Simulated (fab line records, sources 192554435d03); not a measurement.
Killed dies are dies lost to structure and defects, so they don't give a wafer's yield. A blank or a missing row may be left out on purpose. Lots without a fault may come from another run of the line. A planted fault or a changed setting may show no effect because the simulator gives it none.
Chamber matching | flow n5_finfet | N5_BEOL_M9_ETCH_62 on rie_diel-06: 4 sister chambers
The step etches SOC in N2/H2, target depth 110 nm, overetch 22 nm, time 165 s. 14 wafers are shown with their chamber, then 7 later ones without.

WAFERS WITH THEIR CHAMBER
wafer  | chamber | showerhead_plenum_p_Torr (Torr) | drypump_motor_current_A (A) | rf_vpp_V (V)
L440.3 | 1       | 2.61                            | 5.96                        | 524.6
L440.4 | 0       | 2.60                            | 5.83                        | 526.4
L440.5 | 3       | 2.45                            | 6.14                        | 521.1
L443.4 | 0       | 2.60                            | 5.85                        | 526.3
L443.5 | 2       | 2.64                            | 5.78                        | 525.1
L443.6 | 3       | 2.45                            | 6.14                        | 521.2
L447.1 | 2       | 2.63                            | 5.77                        | 525.5
L447.4 | 1       | 2.60                            | 5.96                        | 525.4
L447.6 | 2       | 2.63                            | 5.76                        | 527.0
L448.1 | 1       | 2.60                            | 5.94                        | 525.9
L448.3 | 0       | 2.60                            | 5.83                        | 525.2
L448.4 | 2       | 2.63                            | 5.76                        | 526.4
L449.2 | 0       | 2.60                            | 5.85                        | 525.6
L449.5 | 2       | 2.63                            | 5.78                        | 526.5

SIGNATURES (means of the wafers above)
reading                  | chamber 0 | chamber 1 | chamber 2 | chamber 3 | scatter within a chamber
showerhead_plenum_p_Torr | 2.6000    | 2.6033    | 2.6320    | 2.4500    | 0.00383
drypump_motor_current_A  | 5.8400    | 5.9533    | 5.7700    | 6.1400    | 0.0103
rf_vpp_V                 | 525.875   | 525.300   | 526.100   | 521.150   | 0.654
Rule: a wafer's distance from a chamber is the root of the sum, over the readings, of the square of ((its reading less the chamber's mean) divided by the reading's scatter). The wafer belongs to the nearest chamber; if the next one is less than 2 further off, it can't be placed. The scatter: the root of (the sum of the squares of (reading less its chamber's mean) over the shown wafers, divided by (wafers less chambers)).

WAFERS WITHOUT THEIR CHAMBER
wafer  | showerhead_plenum_p_Torr (Torr) | drypump_motor_current_A (A) | rf_vpp_V (V)
L449.6 | 2.45                            | 6.15                        | 520.6
L450.3 | 2.60                            | 5.84                        | 525.8
L450.4 | 2.63                            | 5.79                        | 525.3
L450.6 | 2.44                            | 6.15                        | 521.5
L452.2 | 2.63                            | 5.77                        | 525.4
L452.3 | 2.60                            | 5.95                        | 522.9
L452.6 | 2.59                            | 5.85                        | 525.4

WHICH CHAMBER EACH WENT THROUGH
wafer  | from the rows above | in truth
L449.6 | 3                   | 3
L450.3 | 0                   | 0
L450.4 | 2                   | 2
L450.6 | 3                   | 3
L452.2 | 2                   | 2
L452.3 | 1                   | 1
L452.6 | 0                   | 0
Placed correctly: 7 of 7. Can't be placed from these rows: 0. Placed wrongly: 0.
